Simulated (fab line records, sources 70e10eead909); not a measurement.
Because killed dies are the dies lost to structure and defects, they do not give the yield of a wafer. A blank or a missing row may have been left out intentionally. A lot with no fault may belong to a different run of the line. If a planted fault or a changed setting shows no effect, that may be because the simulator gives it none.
Which tool did it?    flow nand-harc    Sampling: 12 lots, 36 wafers, 6 of 1302 route steps

## WHAT EACH GAUGE READ, for each wafer
NHARC_P_CONTACT_INSPECT_27. Usual: raw-defect-count at 267, with a standard deviation of 110.
lot   measured      on                 raw-defect-count  flag
L549  day 6 16:26   defect-inspect-02  225 386 296       
L550  day 7 05:07   defect-inspect-02  346 313 294       
L555  day 8 22:43   defect-inspect-02  186 168 222       
L556  day 9 13:16   defect-inspect-01  139 137 216       
L557  day 9 17:33   defect-inspect-01  147 143 158       
L558  day 10 17:13  defect-inspect-01  345 389 439       
L560  day 11 00:46  defect-inspect-01  414 184 223       
L561  day 12 07:05  defect-inspect-01  337 185 326       
L568  day 14 05:40  defect-inspect-01  183 204 396       
L569  day 14 21:57  defect-inspect-01  358 327 357       
L570  day 15 02:10  defect-inspect-01  217 334 335       
L571  day 15 13:41  defect-inspect-02  435 640 414       

NHARC_P_M0_CD_MEAS_09: target cd 90 nm. Usual: cd-nm at 89.9 nm, with a standard deviation of 0.61.
lot   measured      on         cd-nm (nm)                     flag
L549  day 6 17:22   cd-sem-01  89.2 90.4 90.3                 
L550  day 7 06:01   cd-sem-01  90.8 90.5 90.9                 
L555  day 8 23:38   cd-sem-01  89.9 89.8 90.4                 
L556  day 9 14:10   cd-sem-03  89.2 90.3 89.0                 
L557  day 9 18:29   cd-sem-01  90.6 90.4 89.9                 
L558  day 10 18:07  cd-sem-03  89.0 88.7 88.7                 
L560  day 11 01:40  cd-sem-01  91.0 90.3 89.8                 
L561  day 12 08:00  cd-sem-02  90.0 89.8 89.6                 
L568  day 14 06:34  cd-sem-01  96.7 97.0 96.7 96.1 97.1 96.2  OFF
L569  day 14 22:51  cd-sem-01  98.4 97.8 97.9 97.8 97.6 97.8  OFF
L570  day 15 03:04  cd-sem-03  90.2 89.6 90.2                 
L571  day 15 14:28  cd-sem-01  96.4 95.8 96.8 96.0 96.5 96.4  OFF

NHARC_END_SORT_01. Usual: defect-limited-yield 90.6 %, standard deviation 2.8; killed-at-array 58, standard deviation 20; killed-at-other 0.8, standard deviation 1; killed-at-periphery 4.6, standard deviation 2.8; killed-dies 63, standard deviation 19; killed-open 3.4, standard deviation 2; killed-short 2.4, standard deviation 1.8.
lot   measured      on         defect-limited-yield (%)  killed-at-array  killed-at-other  killed-at-periphery  killed-dies  killed-open  killed-short  flag
L550  day 25 12:50  prober-02  86.3 84.6 87.4            88 99 80         0 0 0            5 5 5                93 104 85    3 0 0        7 2 3         
L557  day 28 08:26  prober-02  91.9 90.7 92.2            47 59 47         2 1 1            6 3 5                55 63 53     6 2 1        1 0 2         
L560  day 29 06:58  prober-01  93.4 94.2 94.7            42 37 29         0 1 1            3 1 6                45 39 36     3 8 3        2 2 2         
L568  day 32 07:11  prober-01  89.8 93.8 89.4            66 37 66         1 0 0            2 5 6                69 42 72     1 3 2        4 1 1         
L569  day 35 00:52  prober-02  89.7 92.2 91.9            61 48 48         0 0 0            9 5 7                70 53 55     4 2 3        4 0 6         
L571  day 35 04:11  prober-01  90.7 89.1 87.3            60 71 82         1 0 0            2 3 4                63 74 86     2 6 6        1 0 0         

## EACH LOT AND THE TOOL THAT RAN IT (in order: tool; ch and the chambers of the sampled wafers; start)
lot   NHARC_P_CONTACT_ETCH_36                        NHARC_P_CONTACT_CVD_23                    NHARC_P_M0_PEB_07
L549  rie-diel-08 ch 1,2,3, day 6 16:26 or earlier   cvd-w-01 ch 0,1, day 6 16:26 or earlier   litho-track-01 ch 0, day 6 17:17
L550  rie-diel-08 ch 0,2,3, day 7 05:07 or earlier   cvd-w-02 ch 0,1, day 7 05:07 or earlier   litho-track-04 ch 0, day 7 05:56
L555  rie-diel-13 ch 0,2,3, day 8 22:43 or earlier   cvd-w-02 ch 0,1, day 8 22:43 or earlier   litho-track-04 ch 0, day 8 23:33
L556  rie-diel-08 ch 2,3, day 9 13:16 or earlier     cvd-w-01 ch 0,1, day 9 13:16 or earlier   litho-track-06 ch 0, day 9 14:05
L557  rie-diel-08 ch 0,1,2, day 9 17:33 or earlier   cvd-w-02 ch 0,1, day 9 17:33 or earlier   litho-track-06 ch 0, day 9 18:25
L558  rie-diel-08 ch 1,2, day 10 17:13 or earlier    cvd-w-01 ch 0,1, day 10 17:13 or earlier  litho-track-06 ch 0, day 10 18:02
L560  rie-diel-10 ch 0,1, day 11 00:46 or earlier    cvd-w-02 ch 0, day 11 00:46 or earlier    litho-track-06 ch 0, day 11 01:35
L561  rie-diel-13 ch 0,1,3, day 12 07:05 or earlier  cvd-w-01 ch 0,1, day 12 07:05 or earlier  litho-track-06 ch 0, day 12 07:55
L568  rie-diel-08 ch 0,2,3, day 14 05:40 or earlier  cvd-w-02 ch 0,1, day 14 05:40 or earlier  litho-track-06 ch 0, day 14 06:29
L569  rie-diel-08 ch 0,1,3, day 14 21:57 or earlier  cvd-w-01 ch 0,1, day 14 21:57 or earlier  litho-track-06 ch 0, day 14 22:46
L570  rie-diel-13 ch 0,2, day 15 02:10 or earlier    cvd-w-02 ch 0,1, day 15 02:10 or earlier  litho-track-04 ch 0, day 15 02:59
L571  rie-diel-10 ch 0,1,2, day 15 13:41 or earlier  cvd-w-02 ch 0,1, day 15 13:41 or earlier  litho-track-06 ch 0, day 15 14:23
- NHARC_P_CONTACT_ETCH_36: etches the open film in N2/H2, target depth 260 nm, time 406.25 s.
- NHARC_P_CONTACT_CVD_23: deposits W, target thk 200 nm, time 557 s.
- NHARC_P_M0_PEB_07: peb time 65 s.

## AS READ BY THE TOOLS THEMSELVES (means over the sampled wafers that have a number; for cases with no such wafer, the mark the record gives instead)
NHARC_P_CONTACT_ETCH_36. Usual: drypump-motor-current-A 5.9 A, standard deviation 0.48; oes-product-au 0.999 a.u., standard deviation 0.0097; rf-vpp-V 432.1 V, standard deviation 1.7; showerhead-plenum-p-Torr 2.09 Torr, standard deviation 0.051; throttle-valve-pct 14.171 %, standard deviation 0.0089.
lot   tool         drypump-motor-current-A (A)  oes-product-au (a.u.)  rf-vpp-V (V)  showerhead-plenum-p-Torr (Torr)  throttle-valve-pct (%)  flag
L549  rie-diel-08  5.6                          1.006                  432.5         2.11                             14.175                  
L550  rie-diel-08  5.8                          1.007                  431.8         2.07                             14.169                  
L555  rie-diel-13  6.0                          0.999                  431.9         2.08                             14.174                  
L556  rie-diel-08  5.5                          0.996                  430.7         2.06                             14.169                  
L557  rie-diel-08  6.0                          1.000                  432.7         2.11                             14.176                  
L558  rie-diel-08  5.7                          0.994                  433.9         2.14                             14.162                  
L560  rie-diel-10  6.2                          0.992                  431.0         2.08                             14.170                  
L561  rie-diel-13  6.1                          1.003                  432.5         2.09                             14.167                  
L568  rie-diel-08  5.8                          1.003                  431.2         2.07                             14.171                  
L569  rie-diel-08  6.0                          0.996                  433.5         2.10                             14.175                  
L570  rie-diel-13  5.8                          0.984                  432.2         2.08                             14.177                  
L571  rie-diel-10  6.4                          0.996                  432.7         2.12                             14.171                  

NHARC_P_CONTACT_CVD_23. Usual: heater-power-outer-w 246 W, standard deviation 21; heater-power-w 435 W, standard deviation 36; throttle-valve-pct 8.2 %, standard deviation 0.31.
lot   tool      heater-power-outer-w (W)  heater-power-w (W)  throttle-valve-pct (%)  flag
L549  cvd-w-01  241                       437                 8.4                     
L550  cvd-w-02  260                       435                 8.1                     
L555  cvd-w-02  244                       422                 8.2                     
L556  cvd-w-01  246                       441                 8.0                     
L557  cvd-w-02  257                       440                 8.1                     
L558  cvd-w-01  233                       419                 8.1                     
L560  cvd-w-02  227                       412                 8.1                     
L561  cvd-w-01  230                       413                 8.3                     
L568  cvd-w-02  251                       429                 8.1                     
L569  cvd-w-01  230                       428                 8.3                     
L570  cvd-w-02  254                       436                 8.0                     
L571  cvd-w-02  248                       422                 8.2                     

NHARC_P_M0_PEB_07. Usual: heater-power-total-W 156.7 W, standard deviation 0.43; plate-temp-C 100.01 C, standard deviation 0.13.
lot   tool            heater-power-total-W (W)  plate-temp-C (C)  flag
L549  litho-track-01  157.1                     99.82             
L550  litho-track-04  156.6                     99.90             
L555  litho-track-04  156.7                     99.81             
L556  litho-track-06  157.1                     100.07            
L557  litho-track-06  157.1                     100.06            
L558  litho-track-06  156.2                     100.05            
L560  litho-track-06  156.5                     100.02            
L561  litho-track-06  156.4                     99.98             
L568  litho-track-06  161.5                     102.22            OFF
L569  litho-track-06  161.2                     102.25            OFF
L570  litho-track-04  156.8                     99.93             
L571  litho-track-06  161.0                     102.06            OFF

## THE ANSWER, worked out from the rows above alone
Rule: a lot is off if the mean of its wafers that have a number lies more than 3 standard deviations from the usual mean. Also off: a lot with no number at a reading for which 4 or more lots have one. Any other lot the step has rows for is counted as sound. The gauges are gone through in route order, then the tools' own readings, and for those a lot's mean is taken as printed above. At the first step where some lot is off, the reading lying furthest off is the one used; lots without a number count as furthest.
Off: L568, L569, L571, at NHARC_P_M0_CD_MEAS_09 (cd-nm).
If a tool, at a process step before that reading, ran all the lots that are off and no sound lot after the first of them, it fits. Not tried: the gauges at NHARC_P_M0_CD_MEAS_09; whatever is off there is also off at NHARC_P_M0_PEB_07, on other tools, and gauge error can't account for it. NHARC_P_CONTACT_ETCH_36 gives no start for some lots, so the hours and the order of its lots are those of NHARC_P_CONTACT_INSPECT_27. NHARC_P_CONTACT_CVD_23 gives no start for some lots, so the hours and the order of its lots are those of NHARC_P_CONTACT_INSPECT_27. One fits: litho-track-06 at NHARC_P_M0_PEB_07. Its last sound lot is L561 (day 12 07:55), its first lot that is off L568 (day 14 06:29): a fault that began between those two fits.
The tool's own readings at NHARC_P_M0_PEB_07 bear it out: on the lots that are off they differ by more than 5 times the standard deviation of the sound lots' means. heater-power-total-W reads 161.2 W there against 156.7 W on the sound lots; plate-temp-C reads 102.18 C there against 99.96 C on the sound lots.

## WHAT THE SIMULATOR HAD INSERTED
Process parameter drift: litho-track-06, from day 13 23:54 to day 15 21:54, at NHARC_P_M0_PEB_07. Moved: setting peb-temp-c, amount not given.
Struck lots among those shown: L568, L569, L571. Same finding as the rule above.
